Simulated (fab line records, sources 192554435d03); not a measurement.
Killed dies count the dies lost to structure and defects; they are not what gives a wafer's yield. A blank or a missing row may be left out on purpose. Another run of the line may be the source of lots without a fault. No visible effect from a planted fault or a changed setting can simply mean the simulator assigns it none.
Lot-split experiment | flow n5 finfet | 21 wafers read from 7 lots, route of 1938 steps

## THE SPLIT
At N5_MOL_CONTACT_COAG_ETCH_15 (etches SiNx in CH3F/O2, stops on Si:P, target depth 7 nm), the setting source w was moved away from the recipe's 395 W on 8 of the 21 wafers read, by -14.0% to +15.2%. All remaining wafers had this setting at the recipe value.

The reading is taken at the split's own step.

## THE READING
rf vpp V, in V, at N5_MOL_CONTACT_COAG_ETCH_15 (etches SiNx in CH3F/O2, stops on Si:P, target depth 7 nm). A value of 296.4 V with a standard deviation of 2.3 V is what fault-free wafers of this fab line usually give.

wafer  | tool, chamber at the split | source w as run, W | against the recipe | rf vpp V, V | against lot-mates on the recipe
L080.1 | rie diel-05, 0             | 395                | recipe             | 297.2       | -
L080.3 | rie diel-05, 1             | 395                | recipe             | 296.2       | -
L080.5 | rie diel-05, 0             | 395                | recipe             | 295.1       | -
L083.4 | rie diel-01, 0             | 395                | recipe             | 294.9       | -
L083.5 | rie diel-01, 2             | 395                | recipe             | 295.0       | -
L083.6 | rie diel-01, 1             | 395                | recipe             | 296.0       | -
L086.4 | rie diel-01, 1             | 439.8              | +11.3%             | 282.8       | -14.3
L086.5 | rie diel-01, 2             | 439.8              | +11.3%             | 279.6       | -17.5
L086.6 | rie diel-01, 1             | 395                | recipe             | 297.1       | -
L090.2 | rie diel-06, 0             | 339.8              | -14.0%             | 320.4       | +25.8
L090.3 | rie diel-06, 1             | 339.8              | -14.0%             | 316.6       | +22.0
L090.4 | rie diel-06, 2             | 395                | recipe             | 294.6       | -
L093.1 | rie diel-06, 2             | 360.1              | -8.8%              | 307.6       | +10.0
L093.2 | rie diel-06, 1             | 395                | recipe             | 295.0       | -
L093.5 | rie diel-06, 3             | 395                | recipe             | 300.3       | -
L096.1 | rie diel-01, 0             | 395                | recipe             | 293.1       | -
L096.2 | rie diel-01, 3             | 425.6              | +7.7%              | 287.4       | -5.7
L096.3 | rie diel-01, 1             | 425.6              | +7.7%              | 286.8       | -6.3
L097.3 | rie diel-06, 0             | 454.9              | +15.2%             | 279.4       | -18.0
L097.4 | rie diel-06, 0             | 395                | recipe             | 299.0       | -
L097.5 | rie diel-06, 1             | 395                | recipe             | 295.7       | -

FIT RESULTS
A straight line over all 21 wafers: rf vpp V changes by -1.37 V for each +1% of source w; r = -0.98; the points scatter about the line by 2.2 V.
The same after taking each lot's own level away (the mean of its wafers on the recipe; 21 wafers): -1.39 V for each +1%; r = -0.97; scatter 2.5 V.
Per that fit: largest source w move, reading shift of 21 V.
The lots' own levels span 293.10 to 297.65 V, that is 2.0 times the standard deviation above.
So the lot-to-lot level changes the slope little: the two slopes agree.
Check: with one of the wafers moved furthest among these (+15.2%) left out of the fit, the line predicts -20.9 V for it against its lot-mates. It came out at -18 V against them.
Tool readings at the split's step, against how far the setting was moved: rf vpp V r = -0.98.

## FURTHER SPLITS ON THESE WAFERS
These wafers also went through other splits before the reading. Each is held against what the fit with the lots' levels taken away leaves over:
other split on the same wafers               | wafers away from the commonest value | r with rf vpp V (lot level and that fit taken away)
N5_GATE_CUT_DESCUM_18 time s                 | 10                                   | +0.13
N5_MOL_CONTACT_COAG_CONTACT_ETCH_14 source w | 9                                    | -0.11

## THE FILE'S OWN FIT
rf vpp V changes by -1.33 V for each +1% of source w, r = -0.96.
